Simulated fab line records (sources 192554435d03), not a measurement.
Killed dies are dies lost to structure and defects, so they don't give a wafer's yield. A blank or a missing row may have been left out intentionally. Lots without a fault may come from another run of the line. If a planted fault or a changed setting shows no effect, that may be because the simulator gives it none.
Split-lot experiment ; flow n5 finfet ; route with 1938 steps; 7 lots, 21 wafers read

== THE SPLIT ITSELF ==
At N5_BEOL_M2_COAT_67 (time 60 s, resist thk 60 nm), the setting spin rpm was moved away from the recipe's 1500 rpm on 7 of the 21 wafers read, by -6.1% to +7.3%. The other wafers ran this setting at the recipe's value.

The reading is taken at the split's own step.

== THE READING ==
SOC_of_BEOL_M2_COAT_67.thk nm (the simulator's own value, which no gauge read), in nm, at N5_BEOL_M2_COAT_67 (time 60 s, resist thk 60 nm). The file does not state a usual value for it. The 14 wafers here that ran the recipe average 60.1 nm, standard deviation 0.13 nm.

wafer;tool, chamber at the split;spin rpm as run, rpm;against the recipe;SOC_of_BEOL_M2_COAT_67.thk nm, nm;against lot-mates on the recipe
L074.1;litho track-05, 0;1500;recipe;60;-
L074.6;litho track-05, 0;1500;recipe;60;-
L074.5;litho track-05, 0;1609;+7.3%;58;-2.0
L075.2;litho track-03, 0;1448;-3.5%;61;+1.0
L075.5;litho track-03, 0;1448;-3.5%;61;+1.0
L075.6;litho track-03, 0;1500;recipe;60;-
L076.3;litho track-04, 0;1500;recipe;60;-
L076.5;litho track-04, 0;1500;recipe;60;-
L076.4;litho track-04, 0;1423;-5.1%;61.8;+1.8
L083.1;litho track-03, 0;1409;-6.1%;62;+1.8
L083.4;litho track-03, 0;1409;-6.1%;62.2;+2.0
L083.5;litho track-03, 0;1500;recipe;60.2;-
L091.3;litho track-04, 0;1500;recipe;60.2;-
L091.4;litho track-04, 0;1500;recipe;60.2;-
L091.5;litho track-04, 0;1500;recipe;60.2;-
L093.2;litho track-03, 0;1500;recipe;60;-
L093.3;litho track-03, 0;1500;recipe;60;-
L093.4;litho track-03, 0;1500;recipe;60;-
L094.1;litho track-03, 0;1500;recipe;60.4;-
L094.2;litho track-03, 0;1500;recipe;60.2;-
L094.3;litho track-03, 0;1446;-3.6%;61.4;+1.1

FIT RESULTS
A straight line over all 21 wafers: SOC_of_BEOL_M2_COAT_67.thk nm changes by -0.31 nm for each +1% of spin rpm; r = -0.99; the points scatter about the line by 0.14 nm.
The same after taking each lot's own level away (the mean of its wafers on the recipe; 21 wafers): -0.302 nm for each +1%; r = -1.00; scatter 0.086 nm.
The reading moves by 2.2 nm for the largest change in spin rpm, on that fit.
Measured against the standard deviation above, the lots' own levels, which go from 60.00 to 60.30 nm, span 2.4 times it.
The two slopes agree, so the slope changes little with the lot-to-lot level.
Check: for one of the wafers moved furthest among these (+7.3%), held out of the fit, the line's prediction against its lot-mates is -2.3 nm. It came out at -2 nm against them.

== ADDITIONAL SPLITS CARRIED BY THESE WAFERS ==
Note: prior to the reading, these wafers also went through further splits. Each is held against what the fit with the lots' levels taken away leaves over:
other split on the same wafers;wafers away from the commonest value;r with SOC_of_BEOL_M2_COAT_67.thk nm (lot level and that fit taken away)
N5_BEOL_M0_SAQP_ALD_48 ald cycles;8;-0.04
N5_BEOL_M1_COAT_05 spin rpm;5;-0.29
N5_BEOL_M1_ETCH_64 bias w;10;+0.21
N5_BEOL_M1_EXPOSE_25 dose mj;4;+0.00

== FILE'S OWN FIT ==
SOC_of_BEOL_M2_COAT_67.thk nm changes by -0.303 nm for each +1% of spin rpm, r = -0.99.
